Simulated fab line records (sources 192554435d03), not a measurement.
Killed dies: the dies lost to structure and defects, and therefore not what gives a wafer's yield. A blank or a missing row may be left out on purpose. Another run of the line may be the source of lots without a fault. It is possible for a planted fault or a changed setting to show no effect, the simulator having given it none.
Split-lot study    flow n5_finfet    on a route of 1938 steps: 7 lots, 21 wafers read

## THE SPLIT ITSELF
At N5_BEOL_M13_TRENCH_ETCH_34 (etches SiOC in C4F8/O2/Ar, target depth 413.47 nm, time 162.6 s), the setting time_s was moved away from the recipe's 162.6 s on 7 of the 21 wafers read, by -17.7% to +9.9%. This setting was run at the recipe's value on the other wafers.

## FROM THE SPLIT TO THE READING: what the file shows between them, 10 steps
- N5_BEOL_M13_STRIP_70: strips in C4F8/O2/Ar
- N5_BEOL_M13_OCD_MEAS_35
- N5_BEOL_M13_STRIP_37: strips in N2/H2
- N5_BEOL_M13_ETCH_38: etches SiCN in CF4/N2, target depth 67.5 nm, time 71.9 s
- N5_BEOL_M13_ECD_47: material Cu, target thk 936 nm
- N5_BEOL_M13_ANNEAL_48: time 90 s
- N5_BEOL_M13_CMP_49: polishes, stops on SiOC, t overpolish 17.1 s, target thk 420 nm
- N5_BEOL_M13_THK_MEAS_50: measures by xrf
- N5_BEOL_M13_PRE_CLEAN_52: time 15 s
- N5_BEOL_M13_DEP_53: deposits SiCN from 3MS/NH3, target thk 50 nm, time 17.8 s

## THE READING
M13_RS (ohm/sq), read at N5_BEOL_M13_RS_MEAS_54 with a four-point probe. A value of 0.0452 ohm/sq with a standard deviation of 0.001 ohm/sq is what fault-free wafers of this fab line usually give.

wafer   tool, chamber at the split  time_s as run, s  against the recipe  M13_RS, ohm/sq  against lot-mates on the recipe
L075.1  rie_diel-02, 0              162.6             recipe              0.0452          -
L075.2  rie_diel-02, 2              141.6             -12.9%              0.0506          +0.0055
L075.4  rie_diel-02, 1              162.6             recipe              0.0451          -
L082.2  rie_diel-02, 2              162.6             recipe              0.0436          -
L082.3  rie_diel-02, 1              162.6             recipe              0.0437          -
L082.5  rie_diel-02, 2              162.6             recipe              0.0433          -
L085.4  rie_diel-06, 0              162.6             recipe              0.0450          -
L085.5  rie_diel-06, 0              162.6             recipe              0.0453          -
L085.6  rie_diel-06, 3              162.6             recipe              0.0448          -
L086.2  rie_diel-06, 2              145.4             -10.6%              0.0505          no lot-mate on the recipe
L086.3  rie_diel-06, 1              145.4             -10.6%              0.0498          no lot-mate on the recipe
L086.4  rie_diel-06, 0              145.4             -10.6%              0.0509          no lot-mate on the recipe
L087.1  rie_diel-02, 3              178.7             +9.9%               0.0426          -0.0027
L087.2  rie_diel-02, 0              162.6             recipe              0.0453          -
L087.6  rie_diel-02, 1              178.7             +9.9%               0.0403          -0.0050
L089.1  rie_diel-04, 0              162.6             recipe              0.0456          -
L089.2  rie_diel-04, 3              162.6             recipe              0.0437          -
L089.4  rie_diel-04, 0              162.6             recipe              0.0460          -
L091.1  rie_diel-06, 2              162.6             recipe              0.0458          -
L091.4  rie_diel-06, 0              162.6             recipe              0.0457          -
L091.6  rie_diel-06, 2              133.9             -17.7%              0.0550          +0.0093

THE FIT
A straight line over all 21 wafers: M13_RS changes by -0.000481 ohm/sq for each +1% of time_s; r = -0.96; the points scatter about the line by 0.001 ohm/sq.
The same after taking each lot's own level away (the mean of its wafers on the recipe; 18 wafers): -0.000458 ohm/sq for each +1%; r = -0.97; scatter 0.00071 ohm/sq.
On that fit, the largest move of time_s shifts the reading by 0.0081 ohm/sq.
The span of the lots' own levels, 0.04353 to 0.04575 ohm/sq, comes to 2.2 times the standard deviation stated above.
Consequently the slope shifts little with the lot-to-lot level, the two slopes agreeing.
Check: +0.00717 ohm/sq against its lot-mates is what the line predicts for one of the wafers moved furthest among these (-17.7%) when that wafer is left out of the fit. Against them it came out at +0.00925 ohm/sq.

## THE WHOLE CHAIN: every reading that the file lists as answering this split, in the file's order
step                        what it does                                                     reading                                                                        change (the file's fit)                r (the file's)
N5_BEOL_M13_TRENCH_ETCH_34  etches SiOC in C4F8/O2/Ar, target depth 413.47 nm, time 162.6 s  etch.depth_nm (the simulator's own value, which no gauge read)                 +3.7 nm for each +1% of the setting    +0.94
N5_BEOL_M13_OCD_MEAS_35                                                                      trench_depth_nm                                                                +3.69 nm for each +1% of the setting   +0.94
N5_BEOL_M13_CMP_49          polishes, stops on SiOC, t overpolish 17.1 s, target thk 420 nm  Cu_of_BEOL_M13_ECD_47.thk_nm (the simulator's own value, which no gauge read)  +3.69 nm for each +1% of the setting   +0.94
N5_BEOL_M13_THK_MEAS_50     measures by xrf                                                  M13_THK                                                                        +3.69 for each +1% of the setting      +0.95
N5_BEOL_M13_RS_MEAS_54      measures by four-point-probe                                     M13_RS                                                                         -0.000472 for each +1% of the setting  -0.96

## THE FILE'S OWN FIT
M13_RS changes by -0.000472 ohm/sq for each +1% of time_s, r = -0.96.
